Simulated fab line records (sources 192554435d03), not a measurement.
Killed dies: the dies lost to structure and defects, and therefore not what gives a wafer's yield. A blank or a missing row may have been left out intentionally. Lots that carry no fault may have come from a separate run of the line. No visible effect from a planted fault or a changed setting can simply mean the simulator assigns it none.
Split-lot experiment || flow n5 finfet || 7 lots, 21 wafers read, on a route of 1938 steps

== ON THE SPLIT ==
At N5_BEOL_M5_EXPOSE_25 (exposes mask V4, defocus 10 nm), the setting dose mj was moved away from the recipe's 52.75 on 5 of the 21 wafers read, by -5.8% to +2.7%. The other wafers ran this setting at the recipe's value.

== FROM THE SPLIT TO THE READING: what the file shows between them, 2 steps ==
- N5_BEOL_M5_PEB_26: peb time 60 s
- N5_BEOL_M5_DEVELOP_27: develop time 30 s

== THE READING ==
cd nm, in nm, at N5_BEOL_M5_CD_MEAS_28 (target cd 30.6 nm, target cd y 20 nm). Typical for fault-free wafers on this fab line: 30.49 nm, with standard deviation 0.29 nm.

{"wafer": "L075.2", "tool, chamber at the split": "euv scanner-02, 0", "dose mj as run": 52.75, "against the recipe": "recipe", "cd nm, nm": 30.68, "against lot-mates on the recipe": "-"}
{"wafer": "L075.3", "tool, chamber at the split": "euv scanner-02, 0", "dose mj as run": 52.75, "against the recipe": "recipe", "cd nm, nm": 30.81, "against lot-mates on the recipe": "-"}
{"wafer": "L075.6", "tool, chamber at the split": "euv scanner-02, 0", "dose mj as run": 49.89, "against the recipe": "-5.4%", "cd nm, nm": 29.43, "against lot-mates on the recipe": -1.31}
{"wafer": "L079.1", "tool, chamber at the split": "euv scanner-01, 0", "dose mj as run": 52.75, "against the recipe": "recipe", "cd nm, nm": 30.98, "against lot-mates on the recipe": "-"}
{"wafer": "L079.2", "tool, chamber at the split": "euv scanner-01, 0", "dose mj as run": 52.75, "against the recipe": "recipe", "cd nm, nm": 30.50, "against lot-mates on the recipe": "-"}
{"wafer": "L079.5", "tool, chamber at the split": "euv scanner-01, 0", "dose mj as run": 52.75, "against the recipe": "recipe", "cd nm, nm": 30.61, "against lot-mates on the recipe": "-"}
{"wafer": "L085.1", "tool, chamber at the split": "euv scanner-02, 0", "dose mj as run": 52.75, "against the recipe": "recipe", "cd nm, nm": 30.16, "against lot-mates on the recipe": "-"}
{"wafer": "L085.4", "tool, chamber at the split": "euv scanner-02, 0", "dose mj as run": 52.75, "against the recipe": "recipe", "cd nm, nm": 30.79, "against lot-mates on the recipe": "-"}
{"wafer": "L085.5", "tool, chamber at the split": "euv scanner-02, 0", "dose mj as run": 52.75, "against the recipe": "recipe", "cd nm, nm": 30.18, "against lot-mates on the recipe": "-"}
{"wafer": "L088.2", "tool, chamber at the split": "euv scanner-01, 0", "dose mj as run": 52.75, "against the recipe": "recipe", "cd nm, nm": 30.68, "against lot-mates on the recipe": "-"}
{"wafer": "L088.4", "tool, chamber at the split": "euv scanner-01, 0", "dose mj as run": 52.75, "against the recipe": "recipe", "cd nm, nm": 30.59, "against lot-mates on the recipe": "-"}
{"wafer": "L088.5", "tool, chamber at the split": "euv scanner-01, 0", "dose mj as run": 52.75, "against the recipe": "recipe", "cd nm, nm": 30.36, "against lot-mates on the recipe": "-"}
{"wafer": "L087.2", "tool, chamber at the split": "euv scanner-02, 0", "dose mj as run": 52.75, "against the recipe": "recipe", "cd nm, nm": 30.75, "against lot-mates on the recipe": "-"}
{"wafer": "L087.5", "tool, chamber at the split": "euv scanner-02, 0", "dose mj as run": 52.75, "against the recipe": "recipe", "cd nm, nm": 30.50, "against lot-mates on the recipe": "-"}
{"wafer": "L087.6", "tool, chamber at the split": "euv scanner-02, 0", "dose mj as run": 52.75, "against the recipe": "recipe", "cd nm, nm": 30.36, "against lot-mates on the recipe": "-"}
{"wafer": "L092.1", "tool, chamber at the split": "euv scanner-01, 0", "dose mj as run": 54.15, "against the recipe": "+2.7%", "cd nm, nm": 31.54, "against lot-mates on the recipe": "no lot-mate on the recipe"}
{"wafer": "L092.2", "tool, chamber at the split": "euv scanner-01, 0", "dose mj as run": 54.15, "against the recipe": "+2.7%", "cd nm, nm": 30.71, "against lot-mates on the recipe": "no lot-mate on the recipe"}
{"wafer": "L092.5", "tool, chamber at the split": "euv scanner-01, 0", "dose mj as run": 54.15, "against the recipe": "+2.7%", "cd nm, nm": 30.89, "against lot-mates on the recipe": "no lot-mate on the recipe"}
{"wafer": "L097.2", "tool, chamber at the split": "euv scanner-01, 0", "dose mj as run": 52.75, "against the recipe": "recipe", "cd nm, nm": 30.80, "against lot-mates on the recipe": "-"}
{"wafer": "L097.3", "tool, chamber at the split": "euv scanner-01, 0", "dose mj as run": 52.75, "against the recipe": "recipe", "cd nm, nm": 30.77, "against lot-mates on the recipe": "-"}
{"wafer": "L097.4", "tool, chamber at the split": "euv scanner-01, 0", "dose mj as run": 49.69, "against the recipe": "-5.8%", "cd nm, nm": 28.97, "against lot-mates on the recipe": -1.82}

THE FIT
A straight line over all 21 wafers: cd nm changes by +0.228 nm for each +1% of dose mj; r = +0.87; the points scatter about the line by 0.27 nm.
The same after taking each lot's own level away (the mean of its wafers on the recipe; 18 wafers): +0.28 nm for each +1%; r = +0.94; scatter 0.19 nm.
Per that fit: largest dose mj move, reading shift of 1.6 nm.
The span of the lots' own levels, 30.377 to 30.785 nm, comes to 1.4 times the standard deviation stated above.
So the lot-to-lot level changes the slope: the two fits differ.
Check: for one of the wafers moved furthest among these (-5.8%), held out of the fit, the line's prediction against its lot-mates is -1.41 nm. Against them it came out at -1.82 nm.

== OTHER SPLITS APPLIED TO THESE WAFERS ==
Note: prior to the reading, these wafers also went through further splits. Each is held against what the fit with the lots' levels taken away leaves over:
{"other split on the same wafers": "N5_BEOL_M0_ETCH_128 source w", "wafers away from the commonest value": 6, "r with cd nm (lot level and that fit taken away)": -0.17}
{"other split on the same wafers": "N5_BEOL_M1_ETCH_74 bias w", "wafers away from the commonest value": 9, "r with cd nm (lot level and that fit taken away)": "+0.25"}
{"other split on the same wafers": "N5_BEOL_M1_ETCH_64 bias w", "wafers away from the commonest value": 7, "r with cd nm (lot level and that fit taken away)": "+0.09"}
{"other split on the same wafers": "N5_BEOL_M2_COAT_73 spin rpm", "wafers away from the commonest value": 11, "r with cd nm (lot level and that fit taken away)": -0.12}
{"other split on the same wafers": "N5_BEOL_M5_COAT_66 spin rpm", "wafers away from the commonest value": 10, "r with cd nm (lot level and that fit taken away)": -0.46}

== THE WHOLE CHAIN: every reading that the file lists as answering this split, in the file's order ==
{"step": "N5_BEOL_M5_CD_MEAS_28", "what it does": "target cd 30.6 nm, target cd y 20 nm", "reading": "cd nm", "change (the file's fit)": "+0.28 nm for each +1% of the setting", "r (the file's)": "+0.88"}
{"step": "N5_BEOL_M5_ETCH_75", "what it does": "etches underlayer in N2/H2, target depth 6.5 nm, time 5.2 s", "reading": "BEOL_M5.cd nm (the simulator's own value, which no gauge read)", "change (the file's fit)": "+0.366 nm for each +1% of the setting", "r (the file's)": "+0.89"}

== FILE'S OWN FIT ==
cd nm changes by +0.28 nm for each +1% of dose mj, r = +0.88.
